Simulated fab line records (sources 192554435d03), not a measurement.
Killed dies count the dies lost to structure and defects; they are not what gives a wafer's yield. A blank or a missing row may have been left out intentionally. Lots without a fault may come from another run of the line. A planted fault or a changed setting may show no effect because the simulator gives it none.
fab line records ; flow n5Finfet
record: lots: 7; wafers: 21
route steps=1938 shown BEOL_M3@980 BEOL_M5@1123 BEOL_M7@1270
startH: hours from the record's opening day to when the first of the lot's shown wafers began ; waitH: hours since the lot's step before ; " identical to the entry in the row above ; L1.1+2: several wafers, shown together as one row ; - value missing, or start not given ; * or withheld: withheld ; < > ~ a bound
route shown NAME@n: a module of which the file shows steps, and the number in the route of the first ; usual: average and standard deviation across the fault-free wafers ; same: alike in all rows ; chamber/n: place in a boat ; sites: each site's reading ; _std_site: their standard deviation ; _edge_site: outer sites' mean less inner sites' ; radiusMm: for every site, how far away it sits from the centre of the wafer ; mask NAME#n: copy n ; behind: the most recent tool/chamber to have shaped the wafer ; hold: reason for holding the lot/hours on hold/outcome of the hold ; device: names the non-switching transistor (n, p or np) ; end of line: the tests these same wafers got at the end of their route ; a step given without rows: its recipe and nothing more ; killed: count of dies lost to structure and defects at first sort (not the wafer's yield) ; map: a wafer's dies, marking killed ones x, the rest . and places with no die _
set.NAME: the setting that was run; set.NAME@STEP: the one run at that earlier step ; model.NAME: the simulator's own value behind a step, which no gauge read
lots with deliberately changed settings; one table per step, one row per wafer
== steps ==
step: N5_BEOL_M3_TRENCH_ETCH_37
recipe: chemistry: C4F6/O2; targetDepthA: 555.55; target: SiOC; timeS: 29.2; ionEnergyEv: 250; pressureMtorr: 30; sourceW: 355; biasW: 185; Ar_flow_sccm: 300; C4F6_flow_sccm: 10; O2_flow_sccm: 10
usual: rfVppV: 663/15
lot.wafer;tool;chamber;startH;waitH;set.sourceW;rfVppV
L077.2;rieDiel-01;0;-;-;323.4;686
L077.4;rieDiel-01;2;-;-;323.4;683
L077.6;rieDiel-01;0;-;-;355;654
L084.2;rieDiel-03;1;-;-;400.8;618
L084.3;rieDiel-03;3;-;-;355;656
L084.5;rieDiel-03;3;-;-;355;657
L089.1;rieDiel-06;2;-;-;355;675
L089.4;rieDiel-06;0;-;-;305.1;723
L089.6;rieDiel-06;0;-;-;305.1;722
L090.4;rieDiel-03;0;-;-;355;688
L090.5;rieDiel-03;1;-;-;355;656
L090.6;rieDiel-03;0;-;-;355;686
L093.1;rieDiel-03;2;-;-;355;670
L093.3;rieDiel-03;1;-;-;355;657
L093.6;rieDiel-03;1;-;-;355;656
L092.1;rieDiel-01;2;-;-;355;653
L092.3;rieDiel-01;1;-;-;355;658
L092.4;rieDiel-01;0;-;-;355;653
L096.2;rieDiel-01;3;-;-;355;655
L096.3;rieDiel-01;0;-;-;355;653
L096.6;rieDiel-01;0;-;-;409.9;608
step: N5_BEOL_M5_EXPOSE_08
recipe: maskId: M5; na: 0.33; sourceShape: annular; sigmaInner: 0.4; sigmaOuter: 0.8; polarization: unpolarized; targetCdNm: 28; doseMj: 35.75
lot.wafer;tool;chamber;startH;waitH;mask;set.doseMj
L077.2;euvScanner-01;0;188.44;-;M5#0;35.75
L077.4+6;euvScanner-01;0;188.44;-;M5#0;37.82
L084.2+3+5;euvScanner-01;0;220.04;-;M5#0;37.6
L089.1+4+6;euvScanner-02;0;278.73;-;M5#0;33.52
L093.1+6;euvScanner-02;0;279.05;-;M5#0;36.43
L093.3;euvScanner-02;0;279.05;-;M5#0;35.75
L090.4+5+6;euvScanner-02;0;279.17;-;M5#0;36.45
L092.1+3+4;euvScanner-02;0;290.22;-;M5#0;35.75
L096.2+3;euvScanner-02;0;324.39;-;M5#0;36.58
L096.6;euvScanner-02;0;324.39;-;M5#0;35.75
step: N5_BEOL_M5_PEB_09
recipe: pebTempC: 100; pebTimeS: 60; resist: CAR-EUV
step: N5_BEOL_M5_DEVELOP_10
recipe: developTimeS: 30; developer: TMAH; resist: CAR-EUV; rinseLiquid: surfactantRinse; dry: airSpin; devTempC: 23
step: N5_BEOL_M5_DESCUM_16
recipe: chemistry: O2; timeS: 7; sourcePowerW: 50; biasPowerW: 20; pressureMtorr: 20; rfFrequencyHz: 2.712e+07; tempC: 40; resist: CAR-EUV; o2FlowSccm: 225
lot.wafer;tool;chamber;startH;waitH;set.doseMj@BEOL_M5_EXPOSE_08;model.BEOL_M5.cdNm
L077.2;rieDiel-03;2;188.83;0.2;35.75;28
L077.4;rieDiel-03;2;188.83;0.2;37.82;29
L077.6;rieDiel-03;3;188.83;0.2;37.82;29.2
L084.2+3;rieDiel-03;3,0;220.28;0.0;37.6;29
L084.5;rieDiel-03;1;220.28;0.0;37.6;28.8
L089.1;rieDiel-06;3;278.98;0.0;33.52;26.4
L089.4+6;rieDiel-06;1,0;278.98;0.0;33.52;26.6
L093.1+6;rieDiel-01;3,1;279.30;0.0;36.43;28.4
L093.3;rieDiel-01;2;279.30;0.0;35.75;28.2
L090.4+6;rieDiel-01;1,3;279.53;0.2;36.45;28.2
L090.5;rieDiel-01;2;279.53;0.2;36.45;28.4
L092.1;rieDiel-03;2;290.48;0.0;35.75;27.8
L092.3+4;rieDiel-03;1,0;290.48;0.0;35.75;28
L096.2;rieDiel-03;3;324.64;0.0;36.58;28.6
L096.3;rieDiel-03;2;324.64;0.0;36.58;28.4
L096.6;rieDiel-03;3;324.64;0.0;35.75;28
step: N5_BEOL_M5_ETCH_72
recipe: chemistry: N2/H2; target: underlayer; targetDepthA: 65; maskMaterial: CAR-EUV; timeS: 5.2; ionEnergyEv: 200; pressureMtorr: 30; sourceW: 840; biasW: 150; n2FlowSccm: 200; h2FlowSccm: 200; ends: cleared
usual: rfVppV: 524.1/2.5
lot.wafer;tool;chamber;startH;waitH;set.biasW;rfVppV
L077.2;rieDiel-03;2;188.86;0.0;150;524.5
L077.4;rieDiel-03;2;188.86;0.0;150;522.6
L077.6;rieDiel-03;3;188.86;0.0;150;526.1
L084.2;rieDiel-03;3;220.32;0.0;167.5;563.9
L084.3;rieDiel-03;0;220.32;0.0;150;527.6
L084.5;rieDiel-03;1;220.32;0.0;150;527.1
L089.1;rieDiel-06;3;279.02;0.0;164.3;557.5
L089.4;rieDiel-06;1;279.02;0.0;150;522.8
L089.6;rieDiel-06;0;279.02;0.0;150;519.6
L093.1;rieDiel-01;3;279.34;0.0;162.7;547.6
L093.3;rieDiel-01;2;279.34;0.0;162.7;551.1
L093.6;rieDiel-01;1;279.34;0.0;150;524.9
L090.4;rieDiel-01;1;279.56;0.0;150;528.1
L090.5;rieDiel-01;2;279.56;0.0;150;524.6
L090.6;rieDiel-01;3;279.56;0.0;132.2;480.4
L092.1;rieDiel-03;2;290.51;0.0;150;522.4
L092.3;rieDiel-03;1;290.51;0.0;150;525.0
L092.4;rieDiel-03;0;290.51;0.0;150;524.4
L096.2;rieDiel-03;3;324.67;0.0;132.2;485.0
L096.3;rieDiel-03;2;324.67;0.0;132.2;481.9
L096.6;rieDiel-03;3;324.67;0.0;150;524.0
step: N5_BEOL_M5_ETCH_61
recipe: chemistry: CF4; target: SiARC; targetDepthA: 156; maskMaterial: CAR-EUV; timeS: 26; ionEnergyEv: 80; pressureMtorr: 40; sourceW: 545; biasW: 36; Ar_flow_sccm: 100; cf4FlowSccm: 100; ends: cleared
lot.wafer;tool;chamber;startH;waitH;set.doseMj@BEOL_M5_EXPOSE_08;model.BEOL_M5.cdNm
L077.2;rieDiel-03;2;188.88;0.0;35.75;28
L077.4;rieDiel-03;2;188.88;0.0;37.82;29.2
L077.6;rieDiel-03;3;188.88;0.0;37.82;29.4
L084.2+3+5;rieDiel-03;3,0,1;220.33;0.0;37.6;29
L089.1+4+6;rieDiel-06;3,1,0;279.03;0.0;33.52;26.6
L093.1+6;rieDiel-01;3,1;279.35;0.0;36.43;28.4
L093.3;rieDiel-01;2;279.35;0.0;35.75;28
L090.4+5;rieDiel-01;1,2;279.58;0.0;36.45;28.2
L090.6;rieDiel-01;3;279.58;0.0;36.45;28
L092.1;rieDiel-03;2;290.53;0.0;35.75;27.6
L092.3+4;rieDiel-03;1,0;290.53;0.0;35.75;28
L096.2;rieDiel-03;3;324.69;0.0;36.58;28.6
L096.3;rieDiel-03;2;324.69;0.0;36.58;28.4
L096.6;rieDiel-03;3;324.69;0.0;35.75;28
step: N5_BEOL_M5_ETCH_62
recipe: chemistry: N2/H2; target: SOC; targetDepthA: 750; overetchA: 150; maskMaterial: SiARC; tempC: 40; timeS: 112.5; ionEnergyEv: 200; pressureMtorr: 30; sourceW: 840; biasW: 150; n2FlowSccm: 200; h2FlowSccm: 200
lot.wafer;tool;chamber;startH;waitH;set.doseMj@BEOL_M5_EXPOSE_08;model.BEOL_M5.cdNm
L077.2;rieDiel-03;2;188.91;0.0;35.75;27.8
L077.4;rieDiel-03;2;188.91;0.0;37.82;29
L077.6;rieDiel-03;3;188.91;0.0;37.82;29.4
L084.2+3;rieDiel-03;3,0;220.36;0.0;37.6;29.2
L084.5;rieDiel-03;1;220.36;0.0;37.6;29
L089.1+6;rieDiel-06;3,0;279.06;0.0;33.52;26.6
L089.4;rieDiel-06;1;279.06;0.0;33.52;26.8
L093.1+6;rieDiel-01;3,1;279.38;0.0;36.43;28.2
L093.3;rieDiel-01;2;279.38;0.0;35.75;28.2
L090.4+6;rieDiel-01;1,3;279.61;0.0;36.45;28
L090.5;rieDiel-01;2;279.61;0.0;36.45;28.6
L092.1+3+4;rieDiel-03;2,1,0;290.56;0.0;35.75;28
L096.2+3;rieDiel-03;3,2;324.72;0.0;36.58;28.6
L096.6;rieDiel-03;3;324.72;0.0;35.75;27.8
step: N5_BEOL_M5_DEP_56
recipe: material: SiCN; targetThkA: 80; tempC: withheld; precursor: 3MS/NH3; pressureTorr: 3; rfW: 202; timeS: 14
lot.wafer;tool;chamber;startH;waitH;set.timeS;model.SiCN_of_BEOL_M5_DEP_56.thkNm
L077.2+4+6;pecvd-02;1,2,1;197.34;0.0;14;8
L084.2+5;pecvd-04;0;234.66;0.0;15.72;8.8
L084.3;pecvd-04;1;234.66;0.0;14;8
L089.1;pecvd-02;0;287.36;0.0;14;7.8
L089.4+6;pecvd-02;1,0;287.36;0.0;12.47;7.2
L090.4+5;pecvd-02;1,0;290.57;0.0;14;8
L090.6;pecvd-02;2;290.57;0.0;15.01;8.4
L093.1+3;pecvd-02;1,2;293.81;0.0;14;8
L093.6;pecvd-02;0;293.81;0.0;14;8.2
L092.1;pecvd-04;2;301.63;0.0;14;7.8
L092.3;pecvd-04;1;301.63;0.0;14;7.6
L092.4;pecvd-04;2;301.63;0.0;14;8
L096.2;pecvd-02;2;334.13;0.0;12.93;7.2
L096.3;pecvd-02;0;334.13;0.0;14;7.6
L096.6;pecvd-02;0;334.13;0.0;12.93;7.4
step: N5_BEOL_M7_COAT_05
recipe: resist: CAR-ArF; spinRpm: 1500; resistThkNm: 90
lot.wafer;tool;chamber;startH;waitH;set.spinRpm;model.CAR-ArF_of_BEOL_M7_COAT_05.thkNm
L077.2;lithoTrack-02;0;-;-;1500;90.2
L077.4;lithoTrack-02;0;-;-;1500;89.6
L077.6;lithoTrack-02;0;-;-;1447;91.4
L084.2;lithoTrack-03;0;-;-;1636;86
L084.3;lithoTrack-03;0;-;-;1636;85.8
L084.5;lithoTrack-03;0;-;-;1500;90
L089.1;lithoTrack-05;0;-;-;1644;86.4
L089.4;lithoTrack-05;0;-;-;1500;90.2
L089.6;lithoTrack-05;0;-;-;1644;86.2
L090.4+5;lithoTrack-02;0;-;-;1500;90.2
L090.6;lithoTrack-02;0;-;-;1500;90.4
L093.1;lithoTrack-03;0;-;-;1500;90
L093.3;lithoTrack-03;0;-;-;1500;90.2
L093.6;lithoTrack-03;0;-;-;1393;93.6
L092.1+3+4;lithoTrack-02;0;-;-;1500;90.4
L096.2;lithoTrack-05;0;-;-;1500;90
L096.3;lithoTrack-05;0;-;-;1631;86
L096.6;lithoTrack-05;0;-;-;1631;86.2
step: N5_BEOL_M7_ETCH_61
recipe: chemistry: CF4; target: SiARC; targetDepthA: 455; maskMaterial: CAR-ArF; timeS: 75.8; ionEnergyEv: 80; pressureMtorr: 40; sourceW: 545; biasW: 36; Ar_flow_sccm: 100; cf4FlowSccm: 100; ends: cleared
usual: etchRfOnTimeS: 76.0/1.9; rfVppV: 184.0/1.2
lot.wafer;tool;chamber;startH;waitH;set.sourceW;etchRfOnTimeS;rfVppV
L077.2;rieDiel-01;2;209.20;0.0;574.5;69.8;179.9
L077.4;rieDiel-01;0;209.20;0.0;545;74.1;184.6
L077.6;rieDiel-01;2;209.20;0.0;545;73.0;184.9
L084.2;rieDiel-03;2;246.75;0.0;545;73.7;182.5
L084.3;rieDiel-03;3;246.75;0.0;621.7;66.5;177.1
L084.5;rieDiel-03;1;246.75;0.0;621.7;69.4;177.1
L089.1;rieDiel-03;2;300.51;0.0;545;74.1;184.1
L089.4;rieDiel-03;3;300.51;0.0;485.3;83.9;192.5
L089.6;rieDiel-03;0;300.51;0.0;545;76.2;185.7
L090.4;rieDiel-03;0;301.87;0.0;545;74.7;185.2
L090.5;rieDiel-03;3;301.87;0.0;545;74.7;183.8
L090.6;rieDiel-03;0;301.87;0.0;545;75.0;184.7
L093.1;rieDiel-03;1;302.42;0.0;545;77.9;184.5
L093.3;rieDiel-03;3;302.42;0.0;456.7;88.6;196.2
L093.6;rieDiel-03;3;302.42;0.0;545;74.9;184.3
L092.1;rieDiel-06;2;312.98;0.0;545;75.3;182.4
L092.3;rieDiel-06;0;312.98;0.0;545;78.1;181.7
L092.4;rieDiel-06;3;312.98;0.0;545;76.4;184.0
L096.2;rieDiel-01;1;345.99;0.0;471.5;87.0;193.7
L096.3;rieDiel-01;3;345.99;0.0;545;79.4;181.3
L096.6;rieDiel-01;0;345.99;0.0;545;73.0;181.9
step: N5_BEOL_M7_COAT_22
recipe: resist: CAR-EUV; spinRpm: 1500; resistThkNm: 30
lot.wafer;tool;chamber;startH;waitH;set.spinRpm;model.CAR-EUV_of_BEOL_M7_COAT_22.thkNm
L077.2+6;lithoTrack-02;0;-;-;1500;30
L077.4;lithoTrack-02;0;-;-;1665;28.4
L084.2+3+5;lithoTrack-02;0;-;-;1500;30
L089.1+6;lithoTrack-02;0;-;-;1640;28.8
L089.4;lithoTrack-02;0;-;-;1500;30
L090.4+5+6;lithoTrack-02;0;-;-;1500;30
L093.1;lithoTrack-03;0;-;-;1500;30
L093.3+6;lithoTrack-03;0;-;-;1500;30.2
L092.1;lithoTrack-03;0;-;-;1500;29.8
L092.3+4;lithoTrack-03;0;-;-;1500;30
L096.2+3;lithoTrack-03;0;-;-;1418;30.8
L096.6;lithoTrack-03;0;-;-;1500;30
step: N5_BEOL_M7_EXPOSE_25
recipe: maskId: V6; na: 0.33; sourceShape: annular; sigmaInner: 0.4; sigmaOuter: 0.8; polarization: unpolarized; targetCdNm: 40; doseMj: 42.5
lot.wafer;tool;chamber;startH;waitH;mask;set.doseMj
L077.2;euvScanner-02;0;210.76;-;V6#0;42.5
L077.4+6;euvScanner-02;0;210.76;-;V6#0;40.4
L084.2+3+5;euvScanner-02;0;248.61;-;V6#0;41.11
L089.1+4;euvScanner-02;0;301.25;-;V6#0;42.5
L089.6;euvScanner-02;0;301.25;-;V6#0;40.86
L090.4+5+6;euvScanner-02;0;302.62;-;V6#0;42.5
L093.1+3;euvScanner-02;0;303.14;-;V6#0;39.53
L093.6;euvScanner-02;0;303.14;-;V6#0;42.5
L092.1+3+4;euvScanner-02;0;314.23;-;V6#0;42.5
L096.2+6;euvScanner-01;0;348.14;-;V6#0;39.91
L096.3;euvScanner-01;0;348.14;-;V6#0;42.5
step: N5_BEOL_M7_PEB_26
recipe: pebTempC: 100; pebTimeS: 60; resist: CAR-EUV
step: N5_BEOL_M7_DEVELOP_27
recipe: developTimeS: 30; developer: TMAH; resist: CAR-EUV; rinseLiquid: surfactantRinse; dry: airSpin; devTempC: 23
step: N5_BEOL_M7_CD_MEAS_28
recipe: targetCdNm: 40; landingEnergyEv: 500; detector: seInlens
usual: cdNm: 39.92/0.26
lot.wafer;tool;chamber;startH;waitH;set.doseMj@BEOL_M7_EXPOSE_25;cdNm
L077.2;cdSem-01;0;210.89;-;42.5;40.15
L077.4;cdSem-01;0;210.89;-;40.4;38.63
L077.6;cdSem-01;0;210.89;-;40.4;38.99
L084.2;cdSem-03;0;248.74;-;41.11;39.01
L084.3;cdSem-03;0;248.74;-;41.11;39.62
L084.5;cdSem-03;0;248.74;-;41.11;39.11
L089.1;cdSem-01;0;301.38;-;42.5;40.11
L089.4;cdSem-01;0;301.38;-;42.5;40.17
L089.6;cdSem-01;0;301.38;-;40.86;39.45
L090.4;cdSem-01;0;302.74;-;42.5;40.37
L090.5;cdSem-01;0;302.74;-;42.5;39.70
L090.6;cdSem-01;0;302.74;-;42.5;39.96
L093.1;cdSem-01;0;303.28;-;39.53;37.91
L093.3;cdSem-01;0;303.28;-;39.53;37.73
L093.6;cdSem-01;0;303.28;-;42.5;39.57
L092.1;cdSem-03;0;314.37;-;42.5;39.85
L092.3;cdSem-03;0;314.37;-;42.5;40.27
L092.4;cdSem-03;0;314.37;-;42.5;40.26
L096.2;cdSem-02;0;348.27;-;39.91;38.65
L096.3;cdSem-02;0;348.27;-;42.5;39.80
L096.6;cdSem-02;0;348.27;-;39.91;38.34
step: N5_BEOL_M7_DESCUM_33
recipe: chemistry: O2; timeS: 7; sourcePowerW: 50; biasPowerW: 20; pressureMtorr: 20; rfFrequencyHz: 2.712e+07; tempC: 40; resist: CAR-EUV; o2FlowSccm: 225
lot.wafer;tool;chamber;startH;waitH;set.doseMj@BEOL_M7_EXPOSE_25;model.BEOL_M7.cdNm
L077.2;rieDiel-03;1;211.01;0.0;42.5;40
L077.4+6;rieDiel-03;2,0;211.01;0.0;40.4;38.8
L084.2;rieDiel-06;0;248.98;0.2;41.11;39.4
L084.3;rieDiel-06;2;248.98;0.2;41.11;39
L084.5;rieDiel-06;3;248.98;0.2;41.11;39.2
L089.1;rieDiel-06;3;301.54;0.1;42.5;40.2
L089.4;rieDiel-06;2;301.54;0.1;42.5;39.6
L089.6;rieDiel-06;2;301.54;0.1;40.86;39
L090.4+5;rieDiel-01;0,1;303.04;0.2;42.5;40
L090.6;rieDiel-01;2;303.04;0.2;42.5;39.8
L093.1;rieDiel-03;0;303.42;0.1;39.53;38.4
L093.3;rieDiel-03;3;303.42;0.1;39.53;38.2
L093.6;rieDiel-03;0;303.42;0.1;42.5;39.8
L092.1+3+4;rieDiel-06;3,2,2;314.49;0.0;42.5;40
L096.2;rieDiel-03;1;348.39;0.0;39.91;38.4
L096.3;rieDiel-03;0;348.39;0.0;42.5;40.2
L096.6;rieDiel-03;0;348.39;0.0;39.91;38.8
step: N5_BEOL_M7_ETCH_72
recipe: chemistry: N2/H2; target: underlayer; targetDepthA: 65; maskMaterial: CAR-EUV; timeS: 5.2; ionEnergyEv: 200; pressureMtorr: 30; sourceW: 840; biasW: 150; n2FlowSccm: 200; h2FlowSccm: 200; ends: cleared
lot.wafer;tool;chamber;startH;waitH;set.doseMj@BEOL_M7_EXPOSE_25;model.BEOL_M7.cdNm
L077.2;rieDiel-03;1;211.04;0.0;42.5;40
L077.4;rieDiel-03;2;211.04;0.0;40.4;38.6
L077.6;rieDiel-03;0;211.04;0.0;40.4;38.8
L084.2;rieDiel-06;0;249.02;0.0;41.11;39.4
L084.3;rieDiel-06;2;249.02;0.0;41.11;39
L084.5;rieDiel-06;3;249.02;0.0;41.11;39.2
L089.1;rieDiel-06;3;301.57;0.0;42.5;40
L089.4;rieDiel-06;2;301.57;0.0;42.5;39.6
L089.6;rieDiel-06;2;301.57;0.0;40.86;39
L090.4+5;rieDiel-01;0,1;303.08;0.0;42.5;40
L090.6;rieDiel-01;2;303.08;0.0;42.5;39.8
L093.1;rieDiel-03;0;303.45;0.0;39.53;38.4
L093.3;rieDiel-03;3;303.45;0.0;39.53;38.2
L093.6;rieDiel-03;0;303.45;0.0;42.5;39.8
L092.1;rieDiel-06;3;314.53;0.0;42.5;39.8
L092.3+4;rieDiel-06;2;314.53;0.0;42.5;40
L096.2;rieDiel-03;1;348.43;0.0;39.91;38.6
L096.3;rieDiel-03;0;348.43;0.0;42.5;40.2
L096.6;rieDiel-03;0;348.43;0.0;39.91;38.8
step: N5_BEOL_M7_ETCH_65
recipe: chemistry: CF4; target: SiARC; targetDepthA: 156; maskMaterial: CAR-EUV; timeS: 26; ionEnergyEv: 80; pressureMtorr: 40; sourceW: 545; biasW: 36; Ar_flow_sccm: 100; cf4FlowSccm: 100; ends: cleared
lot.wafer;tool;chamber;startH;waitH;set.doseMj@BEOL_M7_EXPOSE_25;model.BEOL_M7.cdNm
L077.2;rieDiel-03;1;211.06;0.0;42.5;40
L077.4;rieDiel-03;2;211.06;0.0;40.4;38.6
L077.6;rieDiel-03;0;211.06;0.0;40.4;38.8
L084.2;rieDiel-06;0;249.03;0.0;41.11;39.4
L084.3+5;rieDiel-06;2,3;249.03;0.0;41.11;39
L089.1;rieDiel-06;3;301.59;0.0;42.5;40
L089.4;rieDiel-06;2;301.59;0.0;42.5;39.6
L089.6;rieDiel-06;2;301.59;0.0;40.86;39.2
L090.4+6;rieDiel-01;0,2;303.09;0.0;42.5;39.8
L090.5;rieDiel-01;1;303.09;0.0;42.5;40
L093.1;rieDiel-03;0;303.47;0.0;39.53;38.6
L093.3;rieDiel-03;3;303.47;0.0;39.53;38.2
L093.6;rieDiel-03;0;303.47;0.0;42.5;39.8
L092.1+3;rieDiel-06;3,2;314.54;0.0;42.5;40
L092.4;rieDiel-06;2;314.54;0.0;42.5;40.2
L096.2;rieDiel-03;1;348.44;0.0;39.91;38.6
L096.3;rieDiel-03;0;348.44;0.0;42.5;40.2
L096.6;rieDiel-03;0;348.44;0.0;39.91;38.8
step: N5_BEOL_M7_ETCH_66
recipe: chemistry: N2/H2; target: SOC; targetDepthA: 800; overetchA: 160; maskMaterial: SiARC; tempC: 40; timeS: 120; ionEnergyEv: 200; pressureMtorr: 30; sourceW: 840; biasW: 150; n2FlowSccm: 200; h2FlowSccm: 200
step: N5_BEOL_M7_STRIP_69
recipe: chemistry: N2/H2; tempC: 40; n2FlowSccm: 200; h2FlowSccm: 200; rfFrequencyHz: 6e+07
step: N5_BEOL_M7_STRIP_73
recipe: chemistry: N2/H2; tempC: 40; n2FlowSccm: 200; h2FlowSccm: 200; rfFrequencyHz: 6e+07
step: N5_BEOL_M7_VIA_ETCH_34
recipe: chemistry: C4F6/O2; target: SiCOH_lowk; targetDepthA: 1255; maskMaterial: SOC; taperDeg: 4; timeS: 50.5; ionEnergyEv: 250; pressureMtorr: 30; sourceW: 345; biasW: 185; Ar_flow_sccm: 300; C4F6_flow_sccm: 10; O2_flow_sccm: 10
lot.wafer;tool;chamber;startH;waitH;set.doseMj@BEOL_M7_EXPOSE_25;model.BEOL_M7.cdNm
L077.2;rieDiel-03;1;211.19;0.0;42.5;40
L077.4;rieDiel-03;2;211.19;0.0;40.4;38.4
L077.6;rieDiel-03;0;211.19;0.0;40.4;38.8
L084.2;rieDiel-06;0;249.16;0.0;41.11;39.4
L084.3;rieDiel-06;2;249.16;0.0;41.11;38.8
L084.5;rieDiel-06;3;249.16;0.0;41.11;39.2
L089.1;rieDiel-06;3;301.72;0.0;42.5;40.2
L089.4;rieDiel-06;2;301.72;0.0;42.5;39.4
L089.6;rieDiel-06;2;301.72;0.0;40.86;39.2
L090.4+6;rieDiel-01;0,2;303.22;0.0;42.5;39.8
L090.5;rieDiel-01;1;303.22;0.0;42.5;40.2
L093.1;rieDiel-03;0;303.60;0.0;39.53;38.6
L093.3;rieDiel-03;3;303.60;0.0;39.53;38
L093.6;rieDiel-03;0;303.60;0.0;42.5;40
L092.1;rieDiel-06;3;314.67;0.0;42.5;40
L092.3+4;rieDiel-06;2;314.67;0.0;42.5;40.2
L096.2;rieDiel-03;1;348.57;0.0;39.91;38.4
L096.3;rieDiel-03;0;348.57;0.0;42.5;40.2
L096.6;rieDiel-03;0;348.57;0.0;39.91;38.8
== key ==
split: step: N5_BEOL_M3_TRENCH_ETCH_37; setting: sourceW; stated: 355; by: wafer
response: step: N5_BEOL_M3_TRENCH_ETCH_37; reading: rfVppV; change: -3.16; per: 1%; r: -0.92
split: step: N5_BEOL_M5_EXPOSE_08; setting: doseMj; stated: 35.75; by: wafer
response: step: N5_BEOL_M5_DESCUM_16; reading: model.BEOL_M5.cdNm; change: +0.186; per: 1%; r: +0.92
response: step: N5_BEOL_M5_ETCH_61; reading: model.BEOL_M5.cdNm; change: +0.222; per: 1%; r: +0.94
response: step: N5_BEOL_M5_ETCH_62; reading: model.BEOL_M5.cdNm; change: +0.234; per: 1%; r: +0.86
split: step: N5_BEOL_M5_ETCH_72; setting: biasW; stated: 150; by: wafer
response: step: N5_BEOL_M5_ETCH_72; reading: rfVppV; change: +3.46; per: 1%; r: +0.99
split: step: N5_BEOL_M5_DEP_56; setting: timeS; stated: 14; by: wafer
response: step: N5_BEOL_M5_DEP_56; reading: model.SiCN_of_BEOL_M5_DEP_56.thkNm; change: +0.0566; per: 1%; r: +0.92
split: step: N5_BEOL_M7_COAT_05; setting: spinRpm; stated: 1500; by: wafer
response: step: N5_BEOL_M7_COAT_05; reading: model.CAR-ArF_of_BEOL_M7_COAT_05.thkNm; change: -0.442; per: 1%; r: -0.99
split: step: N5_BEOL_M7_ETCH_61; setting: sourceW; stated: 545; by: wafer
response: step: N5_BEOL_M7_ETCH_61; reading: etchRfOnTimeS; change: *; per: 1%; r: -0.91
response: step: N5_BEOL_M7_ETCH_61; reading: rfVppV; change: -0.679; per: 1%; r: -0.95
split: step: N5_BEOL_M7_COAT_22; setting: spinRpm; stated: 1500; by: wafer
response: step: N5_BEOL_M7_COAT_22; reading: model.CAR-EUV_of_BEOL_M7_COAT_22.thkNm; change: -0.139; per: 1%; r: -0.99
split: step: N5_BEOL_M7_EXPOSE_25; setting: doseMj; stated: 42.5; by: wafer
response: step: N5_BEOL_M7_CD_MEAS_28; reading: cdNm; change: +0.236; per: 1%; r: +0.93
response: step: N5_BEOL_M7_DESCUM_33; reading: model.BEOL_M7.cdNm; change: +0.237; per: 1%; r: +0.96
response: step: N5_BEOL_M7_ETCH_72; reading: model.BEOL_M7.cdNm; change: +0.233; per: 1%; r: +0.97
response: step: N5_BEOL_M7_ETCH_65; reading: model.BEOL_M7.cdNm; change: +0.221; per: 1%; r: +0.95
response: step: N5_BEOL_M7_VIA_ETCH_34; reading: model.BEOL_M7.cdNm; change: +0.246; per: 1%; r: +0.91
